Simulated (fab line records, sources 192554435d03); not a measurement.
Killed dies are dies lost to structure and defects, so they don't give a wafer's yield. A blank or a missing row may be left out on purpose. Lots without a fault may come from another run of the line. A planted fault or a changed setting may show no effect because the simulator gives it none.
One fault seen from 3 desks | flow n5_finfet | each desk has only its own numbers; what lay behind them comes last

THE METROLOGY DESK
What the gauges read, lot by lot, whatever tool the lot ran on: means of the sampled wafers that have a number. A lot is out of limits, marked OUT, if its mean lies more than 4 standard deviations from the usual mean; the brackets give that distance. Of its 10 readings 7 are shown: those that lie furthest out on some lot.
Columns: A = DIBL_N at N5_BEOL_M4_RC_MEAS_101, usual 36.8 mV/V; B = DIBL_P at N5_BEOL_M4_RC_MEAS_101, usual 37.0 mV/V; C = IOFF_P at N5_BEOL_M4_RC_MEAS_101, usual 0.23 nA/um; D = ION_N at N5_BEOL_M4_RC_MEAS_101, usual 680 uA/um; E = ION_P at N5_BEOL_M4_RC_MEAS_101, usual 466 uA/um; F = VT_N at N5_BEOL_M4_RC_MEAS_101, usual 248 mV; G = VT_P at N5_BEOL_M4_RC_MEAS_101, usual -249 mV
lot  | first seen here | A    | B    | C    | D   | E   | F   | G
L893 | day 8 09:34     | 37.2 | 36.4 | 0.20 | 677 | 458 | 250 | -253
L899 | day 9 11:29     | 36.8 | 35.9 | 0.22 | 671 | 464 | 248 | -248
L902 | day 10 14:43    | 40.4 | 40.3 | 0.31 | 684 | 475 | 246 | -243
L903 | day 10 16:55    | 37.3 | 36.7 | 0.30 | 680 | 481 | 248 | -242
L906 | day 11 14:02    | 36.5 | 36.5 | 0.21 | 682 | 464 | 248 | -250
L911 | day 12 20:40    | 36.3 | 36.0 | 0.23 | 682 | 469 | 247 | -250
L914 | day 13 10:34    | 35.4 | 36.9 | 0.21 | 676 | 465 | 251 | -252
L915 | day 13 11:31    | 37.2 | 39.0 | 0.29 | 694 | 480 | 242 | -242
This desk's finding: nothing out of limits on any of the 8 lots.

THE DEFECT DESK
What the inspections along the route counted, lot by lot: means of the sampled wafers that have a number. A lot is out of limits, marked OUT, if its mean lies more than 4 standard deviations from the usual mean; the brackets give that distance.
Columns: A = raw_defect_count at N5_BEOL_M0_CUTY_INSPECT_59, usual 2.2
lot  | first seen here | A
L893 | day 5 23:43     | 3.0
L899 | day 7 13:16     | 3.3
L902 | day 8 04:23     | 5.3
L903 | day 8 11:59     | 4.7
L906 | day 9 04:57     | 2.7
L911 | day 11 03:47    | 2.3
L914 | day 11 08:10    | 2.3
L915 | day 11 16:14    | 2.5
This desk's finding: nothing out of limits on any of the 8 lots.

THE TOOL OWNER'S DESK: rie_diel-02
The tool's own readings at N5_BEOL_M0_SAQP_CUT_ETCH_46 (etches SOC in N2/H2, target depth 135 nm, overetch 27 nm, time 202.5 s): means of the sampled wafers that have a number, for each lot that ran on this tool. A lot is out of limits, marked OUT, if its mean lies more than 4 standard deviations from the usual mean; the brackets give that distance.
Columns: A = chamber_pressure_mTorr at N5_BEOL_M0_SAQP_CUT_ETCH_46, usual 30.002 mTorr; B = drypump_motor_current_A at N5_BEOL_M0_SAQP_CUT_ETCH_46, usual 5.9 A; C = rf_vpp_V at N5_BEOL_M0_SAQP_CUT_ETCH_46, usual 524.6 V; D = showerhead_plenum_p_Torr at N5_BEOL_M0_SAQP_CUT_ETCH_46, usual 2.57 Torr; E = throttle_valve_pct at N5_BEOL_M0_SAQP_CUT_ETCH_46, usual 17.97 %
lot  | first seen here | A      | B   | C     | D    | E
L893 | day 5 22:34     | 29.974 | 5.9 | 524.9 | 2.58 | 18.08
L899 | day 7 11:59     | 30.006 | 5.8 | 522.6 | 2.52 | 18.21
L902 | day 8 03:14     | 29.994 | 6.0 | 526.2 | 2.64 | 18.13
L903 | day 8 10:43     | 30.009 | 5.9 | 525.2 | 2.60 | 18.22
L914 | day 11 06:53    | 30.002 | 5.9 | 523.4 | 2.56 | 17.97
L915 | day 11 15:02    | 30.008 | 5.9 | 524.5 | 2.57 | 18.29
This desk's finding: nothing out of limits on any of the 6 lots.

PUT TOGETHER
The metrology desk saw nothing out of limits.
The defect desk saw nothing out of limits.
The tool owner's desk saw nothing out of limits.

WHAT THE SIMULATOR HAD PUT IN
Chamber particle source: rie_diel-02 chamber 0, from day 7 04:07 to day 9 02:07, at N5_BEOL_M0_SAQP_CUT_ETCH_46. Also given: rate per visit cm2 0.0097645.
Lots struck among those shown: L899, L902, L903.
